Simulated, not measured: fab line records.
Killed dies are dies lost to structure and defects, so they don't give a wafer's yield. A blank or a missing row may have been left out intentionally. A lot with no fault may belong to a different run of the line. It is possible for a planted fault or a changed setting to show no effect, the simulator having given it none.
Which tool was responsible? :: flow nand harc :: route of 1302 steps, sampled at 1 step: 12 lots, 36 wafers

## WHAT THE GAUGES SHOWED, per wafer
NHARC_A_CHANNEL_FILL_D2_THK_MEAS_06: measures by ellipsometry.
lot: L075
measured: day 15 00:00
on: film metro-01
thk nm (nm): 4.3 4.8 5.1

lot: L076
measured: day 15 23:02
on: film metro-02
thk nm (nm): 5.8 4.9 4.1

lot: L081
measured: day 17 06:41
on: film metro-02
thk nm (nm): 5.7 3.7 5.6

lot: L080
measured: day 17 06:42
on: film metro-02
thk nm (nm): 4.4 7.6 6.3

lot: L083
measured: day 18 12:19
on: film metro-02
thk nm (nm): 4.2 6.4 5.7

lot: L084
measured: day 19 23:35
on: film metro-02
thk nm (nm): 4.1 4.9 4.8

lot: L087
measured: day 21 02:11
on: film metro-01
thk nm (nm): 4.4 3.8 5.7

lot: L089
measured: day 21 13:49
on: film metro-01
thk nm (nm): 4.9 5.2 5.8

lot: L091
measured: day 22 04:23
on: film metro-02
thk nm (nm): 5.3 6.0 5.5

lot: L093
measured: day 23 12:02
on: film metro-02
thk nm (nm): 5.4 4.4 4.5

lot: L094
measured: day 24 00:06
on: film metro-02
thk nm (nm): 4.0 5.3 4.4

lot: L097
measured: day 24 19:04
on: film metro-01
thk nm (nm): 5.5 3.7 4.4

## WHAT TOOL EACH LOT RAN ON (gives the tool, then ch and the chambers of the sampled wafers, and finally the start)
There is no process step in the record ahead of these readings.

## THE ANSWER, worked out from the rows above alone
Rule: what is usual is taken from the lots themselves. The widest of any qualifying gaps counts: lots, ordered by their means at a reading, are off when they make up no more than a third of the lots, leave a main group of 4 or more, and stand apart from it by 3 or more times the standard deviation of that group's means. A main group is skipped when, at the precision printed for the reading in the tables above, its means are all equal. Also off: a lot with no number at a reading for which 4 or more lots have one. The other lots that the step has rows for count as sound.
Across all readings shown, no lot is off: no conclusion can be drawn from this.

## WHAT THE SIMULATOR HAD PUT IN
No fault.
